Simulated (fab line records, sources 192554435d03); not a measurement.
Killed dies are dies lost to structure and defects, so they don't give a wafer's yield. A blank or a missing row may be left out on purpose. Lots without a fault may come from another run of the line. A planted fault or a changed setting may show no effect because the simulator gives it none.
Split-lot experiment | flow n5_finfet | 7 lots, 39 wafers read, on a route of 1938 steps

THE SPLIT
At N5_BEOL_M0_SAQP_SPACER2_ALD_26 (deposits SiO2, target thk 15 nm, pulse time 1 s, purge time 2 s), the setting target_thk_a was moved away from the recipe's 150 angstrom on 15 of the 39 wafers read, by -54.9% to +21.0%. The other wafers ran this setting at the recipe's value.

FROM THE SPLIT TO THE READING: what the file shows between them, 2 steps
- N5_BEOL_M0_SAQP_SPACER2_ETCHBACK_27: etches SiO2 in CHF3/O2, target depth 22.5 nm, time 11.25 s
- N5_BEOL_M0_SAQP_MANDREL2_REMOVE_110: chemistry HBr/Cl2/O2, target a-Si, stops on SiCN, bt time 10 s

THE READING
cd_nm, in nm, at N5_BEOL_M0_SAQP_CD_MEAS_29 (target cd 14.4 nm). Fault-free wafers of this fab line usually give 14.99 nm, standard deviation 0.26 nm.

wafer  | tool, chamber at the split | target_thk_a as run, angstrom | against the recipe | cd_nm, nm | against lot-mates on the recipe
L080.1 | ald_sin-01, 1,0,2          | 150                           | recipe             | 14.86     | -
L080.2 | ald_sin-01, 3              | 112.9                         | -24.7%             | 11.66     | -3.20
L080.3 | ald_sin-01, 1,0,2          | 150                           | recipe             | 14.88     | -
L080.4 | ald_sin-01, 1,0,2          | 150                           | recipe             | 14.83     | -
L080.5 | ald_sin-01, 0              | 112.9                         | -24.7%             | 11.53     | -3.33
L080.6 | ald_sin-01, 3              | 112.9                         | -24.7%             | 11.32     | -3.54
L082.1 | ald_sin-01, 0,3            | 125.4                         | -16.4%             | 12.74     | -2.29
L082.2 | ald_sin-01, 0,3            | 125.4                         | -16.4%             | 12.36     | -2.67
L082.3 | ald_sin-01, 2              | 125.4                         | -16.4%             | 12.69     | -2.34
L082.4 | ald_sin-01, 1,3,0          | 150                           | recipe             | 14.89     | -
L082.5 | ald_sin-01, 1,3,0          | 150                           | recipe             | 15.00     | -
L082.6 | ald_sin-01, 1,3,0          | 150                           | recipe             | 15.21     | -
L088.1 | ald_sin-01, 2,3,2          | 150                           | recipe             | 14.85     | -
L088.2 | ald_sin-01, 1              | 181.5                         | +21.0%             | 17.65     | +2.83
L088.3 | ald_sin-01, 0              | 181.5                         | +21.0%             | 17.71     | +2.89
L088.4 | ald_sin-01, 2,3,2          | 150                           | recipe             | 14.76     | -
L088.5 | ald_sin-01, 2,3,2          | 150                           | recipe             | 14.86     | -
L088.6 | ald_sin-01, 1              | 181.5                         | +21.0%             | 18.29     | +3.47
L092.2 | ald_sin-02, 1              | 150                           | recipe             | 15.20     | -
L092.3 | ald_sin-02, 0,2            | 150                           | recipe             | 15.03     | -
L092.6 | ald_sin-02, 0,2            | 150                           | recipe             | 14.94     | -
L094.1 | ald_sin-04, 2,0,3          | 67.72                         | -54.9%             | 6.68      | -8.35
L094.2 | ald_sin-04, 2,0,3          | 67.72                         | -54.9%             | 7.17      | -7.86
L094.3 | ald_sin-04, 1,1,2          | 150                           | recipe             | 15.06     | -
L094.4 | ald_sin-04, 2,0,3          | 67.72                         | -54.9%             | 7.14      | -7.89
L094.5 | ald_sin-04, 1,1,2          | 150                           | recipe             | 14.99     | -
L094.6 | ald_sin-04, 1,1,2          | 150                           | recipe             | 15.04     | -
L095.1 | ald_sin-02, 3              | 150                           | recipe             | 15.38     | -
L095.2 | ald_sin-02, 0,1            | 90.03                         | -40.0%             | 9.03      | -6.36
L095.3 | ald_sin-02, 2,0            | 150                           | recipe             | 15.14     | -
L095.4 | ald_sin-02, 1              | 90.03                         | -40.0%             | 9.65      | -5.74
L095.5 | ald_sin-02, 0,1            | 90.03                         | -40.0%             | 9.12      | -6.27
L095.6 | ald_sin-02, 2,0            | 150                           | recipe             | 15.65     | -
L097.1 | ald_sin-01, 3,2,1          | 150                           | recipe             | 14.77     | -
L097.2 | ald_sin-01, 3,2,1          | 150                           | recipe             | 14.81     | -
L097.3 | ald_sin-01, 3,2,1          | 150                           | recipe             | 14.85     | -
L097.4 | ald_sin-01, 0,1,0          | 150                           | recipe             | 14.55     | -
L097.5 | ald_sin-01, 0,1,0          | 150                           | recipe             | 15.03     | -
L097.6 | ald_sin-01, 0,1,0          | 150                           | recipe             | 15.12     | -
Where a row lists several chambers, the file gives one row for several wafers and doesn't say which wafer went through which chamber.

THE FIT
A straight line over all 39 wafers: cd_nm changes by +0.144 nm for each +1% of target_thk_a; r = +1.00; the points scatter about the line by 0.23 nm.
The same after taking each lot's own level away (the mean of its wafers on the recipe; 39 wafers): +0.147 nm for each +1%; r = +1.00; scatter 0.21 nm.
On that fit, the largest move of target_thk_a shifts the reading by 8.1 nm.
The lots' own levels span 14.823 to 15.390 nm, that is 2.2 times the standard deviation above.
So the lot-to-lot level changes the slope little: the two slopes agree.
Check: with one of the wafers moved furthest among these (-54.9%) left out of the fit, the line predicts -8.02 nm for it against its lot-mates. It came out at -8.35 nm against them.

THE WHOLE CHAIN: every reading that the file lists as answering this split, in the file's order
step                                | what it does                                                            | reading                                                                                     | change (the file's fit)                                                          | r (the file's)
N5_BEOL_M0_SAQP_SPACER2_ALD_26      | deposits SiO2, target thk 15 nm, pulse time 1 s, purge time 2 s         | SiO2_of_BEOL_M0_SAQP_SPACER2_ALD_26.thk_nm (the simulator's own value, which no gauge read) | +0.149 nm for each +1% of the setting                                            | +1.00
N5_BEOL_M0_SAQP_MANDREL2_REMOVE_110 | chemistry HBr/Cl2/O2, target a-Si, stops on SiCN, bt time 10 s          | BEOL_M0_SAQP.cd_nm (the simulator's own value, which no gauge read)                         | +0.149 nm for each +1% of the setting                                            | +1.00
N5_BEOL_M0_SAQP_MANDREL2_REMOVE_110 | chemistry HBr/Cl2/O2, target a-Si, stops on SiCN, bt time 10 s          | SiO2_of_BEOL_M0_SAQP_SPACER2_ALD_26.thk_nm (the simulator's own value, which no gauge read) | +0.144 nm for each +1% of the setting                                            | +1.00
N5_BEOL_M0_SAQP_CD_MEAS_29          | target cd 14.4 nm                                                       | cd_nm                                                                                       | +0.147 nm for each +1% of the setting                                            | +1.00
N5_BEOL_M0_CUTY_ETCH_63             | etches SOC in N2/H2, target depth 82.7 nm, overetch 16.5 nm, time 124 s | SiO2_of_BEOL_M0_SAQP_SPACER2_ALD_26.thk_nm (the simulator's own value, which no gauge read) | +0.119 nm for each +1% of the setting                                            | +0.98
N5_BEOL_M0_ETCH_138                 | etches SiCN in CH3F/O2, target depth 12 nm, time 31.6 s                 | SiO2_of_BEOL_M0_SAQP_SPACER2_ALD_26.thk_nm (the simulator's own value, which no gauge read) | +0.0987 nm for each +1% of the setting                                           | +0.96
N5_BEOL_M0_HM_OPEN_105              | chemistry Cl2/BCl3, target TiN, target depth 12 nm                      | SiO2_of_BEOL_M0_SAQP_SPACER2_ALD_26.thk_nm (the simulator's own value, which no gauge read) | not straight: 0.4 at the lowest setting, 2.567 at the recipe, 5.8 at the highest | not given

THE FILE'S OWN FIT
cd_nm changes by +0.147 nm for each +1% of target_thk_a, r = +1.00.
